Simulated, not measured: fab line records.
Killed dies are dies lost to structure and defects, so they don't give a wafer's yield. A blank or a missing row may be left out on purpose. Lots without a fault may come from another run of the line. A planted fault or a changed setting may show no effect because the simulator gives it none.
Split-lot study || flow n5Finfet || 39 wafers read across 7 lots, on a route 1938 steps long

## ABOUT THE SPLIT
At N5_BEOL_M12_DEP_53 (deposits SiCN from 3MS/NH3, target thk 30 nm, time 10.5 s), the setting targetThkA was moved away from the recipe's 300 angstrom on 18 of the 39 wafers read, by -39.6% to +58.1%. The other wafers ran this setting at the recipe's value.

Reading taken at the split's own step.

## THE READING
SiCN_of_BEOL_M12_DEP_53.thkNm (the simulator's own value, which no gauge read), in nm, at N5_BEOL_M12_DEP_53 (deposits SiCN from 3MS/NH3, target thk 30 nm, time 10.5 s). The file does not state a usual value for it. Across the 21 wafers here that went through the recipe, the average is 30.2 nm and the standard deviation 0.55 nm.

{"wafer": "L074.1", "tool, chamber at the split": "pecvd-02, 1,0", "targetThkA as run, angstrom": 385.5, "against the recipe": "+28.5%", "SiCN_of_BEOL_M12_DEP_53.thkNm, nm": 38.8, "against lot-mates on the recipe": "+8.7"}
{"wafer": "L074.5", "tool, chamber at the split": "pecvd-02, 1,0", "targetThkA as run, angstrom": 385.5, "against the recipe": "+28.5%", "SiCN_of_BEOL_M12_DEP_53.thkNm, nm": 38.8, "against lot-mates on the recipe": "+8.7"}
{"wafer": "L074.2", "tool, chamber at the split": "pecvd-02, 0", "targetThkA as run, angstrom": 385.5, "against the recipe": "+28.5%", "SiCN_of_BEOL_M12_DEP_53.thkNm, nm": 38.4, "against lot-mates on the recipe": "+8.3"}
{"wafer": "L074.3", "tool, chamber at the split": "pecvd-02, 2", "targetThkA as run, angstrom": 300, "against the recipe": "recipe", "SiCN_of_BEOL_M12_DEP_53.thkNm, nm": 30, "against lot-mates on the recipe": "-"}
{"wafer": "L074.6", "tool, chamber at the split": "pecvd-02, 2", "targetThkA as run, angstrom": 300, "against the recipe": "recipe", "SiCN_of_BEOL_M12_DEP_53.thkNm, nm": 30, "against lot-mates on the recipe": "-"}
{"wafer": "L074.4", "tool, chamber at the split": "pecvd-02, 1", "targetThkA as run, angstrom": 300, "against the recipe": "recipe", "SiCN_of_BEOL_M12_DEP_53.thkNm, nm": 30.2, "against lot-mates on the recipe": "-"}
{"wafer": "L075.1", "tool, chamber at the split": "pecvd-01, 1", "targetThkA as run, angstrom": 300, "against the recipe": "recipe", "SiCN_of_BEOL_M12_DEP_53.thkNm, nm": 29.2, "against lot-mates on the recipe": "-"}
{"wafer": "L075.2", "tool, chamber at the split": "pecvd-01, 2", "targetThkA as run, angstrom": 474.4, "against the recipe": "+58.1%", "SiCN_of_BEOL_M12_DEP_53.thkNm, nm": 47.2, "against lot-mates on the recipe": "+17.3"}
{"wafer": "L075.3", "tool, chamber at the split": "pecvd-01, 1", "targetThkA as run, angstrom": 300, "against the recipe": "recipe", "SiCN_of_BEOL_M12_DEP_53.thkNm, nm": 30, "against lot-mates on the recipe": "-"}
{"wafer": "L075.4", "tool, chamber at the split": "pecvd-01, 2", "targetThkA as run, angstrom": 474.4, "against the recipe": "+58.1%", "SiCN_of_BEOL_M12_DEP_53.thkNm, nm": 48.2, "against lot-mates on the recipe": "+18.3"}
{"wafer": "L075.5", "tool, chamber at the split": "pecvd-01, 1", "targetThkA as run, angstrom": 474.4, "against the recipe": "+58.1%", "SiCN_of_BEOL_M12_DEP_53.thkNm, nm": 47.4, "against lot-mates on the recipe": "+17.5"}
{"wafer": "L075.6", "tool, chamber at the split": "pecvd-01, 2", "targetThkA as run, angstrom": 300, "against the recipe": "recipe", "SiCN_of_BEOL_M12_DEP_53.thkNm, nm": 30.6, "against lot-mates on the recipe": "-"}
{"wafer": "L082.1", "tool, chamber at the split": "pecvd-02, 1,0", "targetThkA as run, angstrom": 406.1, "against the recipe": "+35.4%", "SiCN_of_BEOL_M12_DEP_53.thkNm, nm": 41, "against lot-mates on the recipe": "+10.1"}
{"wafer": "L082.2", "tool, chamber at the split": "pecvd-02, 1,0", "targetThkA as run, angstrom": 406.1, "against the recipe": "+35.4%", "SiCN_of_BEOL_M12_DEP_53.thkNm, nm": 41, "against lot-mates on the recipe": "+10.1"}
{"wafer": "L082.3", "tool, chamber at the split": "pecvd-02, 2", "targetThkA as run, angstrom": 406.1, "against the recipe": "+35.4%", "SiCN_of_BEOL_M12_DEP_53.thkNm, nm": 40.8, "against lot-mates on the recipe": "+9.9"}
{"wafer": "L082.4", "tool, chamber at the split": "pecvd-02, 1", "targetThkA as run, angstrom": 300, "against the recipe": "recipe", "SiCN_of_BEOL_M12_DEP_53.thkNm, nm": 31.2, "against lot-mates on the recipe": "-"}
{"wafer": "L082.5", "tool, chamber at the split": "pecvd-02, 2", "targetThkA as run, angstrom": 300, "against the recipe": "recipe", "SiCN_of_BEOL_M12_DEP_53.thkNm, nm": 30.8, "against lot-mates on the recipe": "-"}
{"wafer": "L082.6", "tool, chamber at the split": "pecvd-02, 0", "targetThkA as run, angstrom": 300, "against the recipe": "recipe", "SiCN_of_BEOL_M12_DEP_53.thkNm, nm": 30.6, "against lot-mates on the recipe": "-"}
{"wafer": "L089.1", "tool, chamber at the split": "pecvd-02, 2,0", "targetThkA as run, angstrom": 362.8, "against the recipe": "+20.9%", "SiCN_of_BEOL_M12_DEP_53.thkNm, nm": 36.2, "against lot-mates on the recipe": "+5.5"}
{"wafer": "L089.2", "tool, chamber at the split": "pecvd-02, 2,0", "targetThkA as run, angstrom": 362.8, "against the recipe": "+20.9%", "SiCN_of_BEOL_M12_DEP_53.thkNm, nm": 36.2, "against lot-mates on the recipe": "+5.5"}
{"wafer": "L089.3", "tool, chamber at the split": "pecvd-02, 0", "targetThkA as run, angstrom": 362.8, "against the recipe": "+20.9%", "SiCN_of_BEOL_M12_DEP_53.thkNm, nm": 36.8, "against lot-mates on the recipe": "+6.1"}
{"wafer": "L089.4", "tool, chamber at the split": "pecvd-02, 2", "targetThkA as run, angstrom": 300, "against the recipe": "recipe", "SiCN_of_BEOL_M12_DEP_53.thkNm, nm": 31, "against lot-mates on the recipe": "-"}
{"wafer": "L089.5", "tool, chamber at the split": "pecvd-02, 2,0", "targetThkA as run, angstrom": 300, "against the recipe": "recipe", "SiCN_of_BEOL_M12_DEP_53.thkNm, nm": 30.6, "against lot-mates on the recipe": "-"}
{"wafer": "L089.6", "tool, chamber at the split": "pecvd-02, 2,0", "targetThkA as run, angstrom": 300, "against the recipe": "recipe", "SiCN_of_BEOL_M12_DEP_53.thkNm, nm": 30.6, "against lot-mates on the recipe": "-"}
{"wafer": "L087.1", "tool, chamber at the split": "pecvd-01, 2", "targetThkA as run, angstrom": 300, "against the recipe": "recipe", "SiCN_of_BEOL_M12_DEP_53.thkNm, nm": 30, "against lot-mates on the recipe": "-"}
{"wafer": "L087.2", "tool, chamber at the split": "pecvd-01, 0,1", "targetThkA as run, angstrom": 215.2, "against the recipe": "-28.3%", "SiCN_of_BEOL_M12_DEP_53.thkNm, nm": 21.4, "against lot-mates on the recipe": -8.7}
{"wafer": "L087.6", "tool, chamber at the split": "pecvd-01, 0,1", "targetThkA as run, angstrom": 215.2, "against the recipe": "-28.3%", "SiCN_of_BEOL_M12_DEP_53.thkNm, nm": 21.4, "against lot-mates on the recipe": -8.7}
{"wafer": "L087.3", "tool, chamber at the split": "pecvd-01, 1", "targetThkA as run, angstrom": 300, "against the recipe": "recipe", "SiCN_of_BEOL_M12_DEP_53.thkNm, nm": 29.6, "against lot-mates on the recipe": "-"}
{"wafer": "L087.4", "tool, chamber at the split": "pecvd-01, 2", "targetThkA as run, angstrom": 215.2, "against the recipe": "-28.3%", "SiCN_of_BEOL_M12_DEP_53.thkNm, nm": 21.6, "against lot-mates on the recipe": -8.5}
{"wafer": "L087.5", "tool, chamber at the split": "pecvd-01, 0", "targetThkA as run, angstrom": 300, "against the recipe": "recipe", "SiCN_of_BEOL_M12_DEP_53.thkNm, nm": 30.6, "against lot-mates on the recipe": "-"}
{"wafer": "L088.1", "tool, chamber at the split": "pecvd-01, 0,2", "targetThkA as run, angstrom": 181.3, "against the recipe": "-39.6%", "SiCN_of_BEOL_M12_DEP_53.thkNm, nm": 18, "against lot-mates on the recipe": -12.2}
{"wafer": "L088.3", "tool, chamber at the split": "pecvd-01, 0,2", "targetThkA as run, angstrom": 181.3, "against the recipe": "-39.6%", "SiCN_of_BEOL_M12_DEP_53.thkNm, nm": 18, "against lot-mates on the recipe": -12.2}
{"wafer": "L088.2", "tool, chamber at the split": "pecvd-01, 1", "targetThkA as run, angstrom": 300, "against the recipe": "recipe", "SiCN_of_BEOL_M12_DEP_53.thkNm, nm": 29.8, "against lot-mates on the recipe": "-"}
{"wafer": "L088.4", "tool, chamber at the split": "pecvd-01, 2", "targetThkA as run, angstrom": 300, "against the recipe": "recipe", "SiCN_of_BEOL_M12_DEP_53.thkNm, nm": 30.6, "against lot-mates on the recipe": "-"}
{"wafer": "L088.5", "tool, chamber at the split": "pecvd-01, 1", "targetThkA as run, angstrom": 300, "against the recipe": "recipe", "SiCN_of_BEOL_M12_DEP_53.thkNm, nm": 30.2, "against lot-mates on the recipe": "-"}
{"wafer": "L088.6", "tool, chamber at the split": "pecvd-01, 0", "targetThkA as run, angstrom": 181.3, "against the recipe": "-39.6%", "SiCN_of_BEOL_M12_DEP_53.thkNm, nm": 18.6, "against lot-mates on the recipe": -11.6}
{"wafer": "L094.1", "tool, chamber at the split": "pecvd-03, 0", "targetThkA as run, angstrom": 300, "against the recipe": "recipe", "SiCN_of_BEOL_M12_DEP_53.thkNm, nm": 29.2, "against lot-mates on the recipe": "-"}
{"wafer": "L094.3", "tool, chamber at the split": "pecvd-03, 1", "targetThkA as run, angstrom": 300, "against the recipe": "recipe", "SiCN_of_BEOL_M12_DEP_53.thkNm, nm": 29.8, "against lot-mates on the recipe": "-"}
{"wafer": "L094.4", "tool, chamber at the split": "pecvd-03, 0", "targetThkA as run, angstrom": 300, "against the recipe": "recipe", "SiCN_of_BEOL_M12_DEP_53.thkNm, nm": 29.4, "against lot-mates on the recipe": "-"}
The file does not say which wafer passed through which chamber wherever a row lists several chambers: such a row stands for several wafers.

THE FIT
A straight line over all 39 wafers: SiCN_of_BEOL_M12_DEP_53.thkNm changes by +0.302 nm for each +1% of targetThkA; r = +1.00; the points scatter about the line by 0.46 nm.
The same after taking each lot's own level away (the mean of its wafers on the recipe; 39 wafers): +0.3 nm for each +1%; r = +1.00; scatter 0.39 nm.
That fit puts the effect of the largest move of targetThkA on the reading at 17 nm.
From 29.47 to 30.87 nm: that is the span of the lots' own levels, equal to 2.5 times the standard deviation above.
The two slopes agree, so the slope changes little with the lot-to-lot level.
Check: +17.3 nm against its lot-mates is what the line predicts for one of the wafers moved furthest among these (+58.1%) when that wafer is left out of the fit. Against them it came out at +17.3 nm.

## THESE WAFERS: OTHER SPLITS
Note: prior to the reading, these wafers also went through further splits. Each is held against what the fit with the lots' levels taken away leaves over:
{"other split on the same wafers": "N5_FIN_SAQP_HM_DEP_03 timeS", "wafers away from the commonest value": 9, "r with SiCN_of_BEOL_M12_DEP_53.thkNm (lot level and that fit taken away)": -0.11}
{"other split on the same wafers": "N5_DUMMY_GATE_ETCH_32 timeS", "wafers away from the commonest value": 12, "r with SiCN_of_BEOL_M12_DEP_53.thkNm (lot level and that fit taken away)": "+0.03"}
{"other split on the same wafers": "N5_MOL_CONTACT_COAG_ALD_133 aldCycles", "wafers away from the commonest value": 12, "r with SiCN_of_BEOL_M12_DEP_53.thkNm (lot level and that fit taken away)": "+0.07"}
{"other split on the same wafers": "N5_BEOL_M0_TRENCH_ETCH_107 targetDepthA", "wafers away from the commonest value": 9, "r with SiCN_of_BEOL_M12_DEP_53.thkNm (lot level and that fit taken away)": "+0.11"}
{"other split on the same wafers": "N5_BEOL_M6_ALD_77 aldCycles", "wafers away from the commonest value": 15, "r with SiCN_of_BEOL_M12_DEP_53.thkNm (lot level and that fit taken away)": -0.34}

## THE FILE'S OWN FIT
SiCN_of_BEOL_M12_DEP_53.thkNm changes by +0.299 nm for each +1% of targetThkA, r = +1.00.
